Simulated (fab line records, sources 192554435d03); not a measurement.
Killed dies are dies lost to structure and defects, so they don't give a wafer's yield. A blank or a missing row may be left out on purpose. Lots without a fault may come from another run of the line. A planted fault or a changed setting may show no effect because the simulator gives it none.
Split-lot experiment | flow n5_finfet | 7 lots, 21 wafers read, on a route of 1938 steps

THE SPLIT
At N5_BEOL_M5_COAT_74 (time 60 s, resist thk 5 nm), the setting spin_rpm was moved away from the recipe's 1500 rpm on 6 of the 21 wafers read, by -3.9% to +10.1%. The other wafers ran this setting at the recipe's value.

FROM THE SPLIT TO THE READING: what the file shows between them, 4 steps
- N5_BEOL_M5_COAT_22: resist thk 30 nm (also split here: spin_rpm)
- N5_BEOL_M5_EBR_24
- N5_BEOL_M5_SOFTBAKE_23: time 60 s
- N5_BEOL_M5_DESCUM_33: chemistry O2, time 7 s

THE READING
etch.depth_nm (the simulator's own value, which no gauge read), in nm, at N5_BEOL_M5_ETCH_75 (etches underlayer in N2/H2, target depth 6.5 nm, time 5.2 s). The file gives no usual value for it. The 15 wafers here that ran the recipe average 5.001 nm, standard deviation 0.012 nm.

wafer  | tool, chamber at the split | spin_rpm as run, rpm | against the recipe | etch.depth_nm, nm | against lot-mates on the recipe
L077.1 | litho_track-01, 0          | 1500                 | recipe             | 4.981             | -
L077.2 | litho_track-01, 0          | 1500                 | recipe             | 4.998             | -
L077.4 | litho_track-01, 0          | 1500                 | recipe             | 5.002             | -
L079.1 | litho_track-01, 0          | 1500                 | recipe             | 5.015             | -
L079.3 | litho_track-01, 0          | 1500                 | recipe             | 5.019             | -
L079.4 | litho_track-01, 0          | 1500                 | recipe             | 4.998             | -
L087.1 | litho_track-02, 0          | 1441                 | -3.9%              | 5.094             | +0.108
L087.2 | litho_track-02, 0          | 1441                 | -3.9%              | 5.102             | +0.116
L087.4 | litho_track-02, 0          | 1500                 | recipe             | 4.986             | -
L089.2 | litho_track-01, 0          | 1500                 | recipe             | 4.991             | -
L089.3 | litho_track-01, 0          | 1500                 | recipe             | 4.993             | -
L089.6 | litho_track-01, 0          | 1559                 | +3.9%              | 4.908             | -0.084
L093.3 | litho_track-05, 0          | 1500                 | recipe             | 5.008             | -
L093.5 | litho_track-05, 0          | 1500                 | recipe             | 5.027             | -
L093.6 | litho_track-05, 0          | 1500                 | recipe             | 4.995             | -
L092.2 | litho_track-05, 0          | 1500                 | recipe             | 4.988             | -
L092.4 | litho_track-05, 0          | 1449                 | -3.4%              | 5.054             | +0.066
L092.5 | litho_track-05, 0          | 1449                 | -3.4%              | 5.087             | +0.099
L096.3 | litho_track-01, 0          | 1500                 | recipe             | 5.008             | -
L096.4 | litho_track-01, 0          | 1652                 | +10.1%             | 4.769             | -0.237
L096.6 | litho_track-01, 0          | 1500                 | recipe             | 5.005             | -

THE FIT
A straight line over all 21 wafers: etch.depth_nm changes by -0.023 nm for each +1% of spin_rpm; r = -0.98; the points scatter about the line by 0.013 nm.
The same after taking each lot's own level away (the mean of its wafers on the recipe; 21 wafers): -0.0243 nm for each +1%; r = -0.99; scatter 0.011 nm.
On that fit, the largest move of spin_rpm shifts the reading by 0.25 nm.
The lots' own levels span 4.9860 to 5.0107 nm, that is 2.0 times the standard deviation above.
So the lot-to-lot level changes the slope little: the two slopes agree.
Check: with one of the wafers moved furthest among these (+10.1%) left out of the fit, the line predicts -0.254 nm for it against its lot-mates. It came out at -0.237 nm against them.

OTHER SPLITS ON THESE WAFERS
These wafers also went through other splits before the reading. Each is held against what the fit with the lots' levels taken away leaves over:
other split on the same wafers   | wafers away from the commonest value | r with etch.depth_nm (lot level and that fit taken away)
N5_BEOL_M4_ILD_DEP_00 time_s     | 8                                    | -0.24
N5_BEOL_M4_COAT_62 spin_rpm      | 6                                    | +0.25
N5_BEOL_M4_TRENCH_ETCH_37 bias_w | 6                                    | -0.15
N5_BEOL_M5_COAT_22 spin_rpm      | 7                                    | -0.20

THE FILE'S OWN FIT
etch.depth_nm changes by -0.0238 nm for each +1% of spin_rpm, r = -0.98.
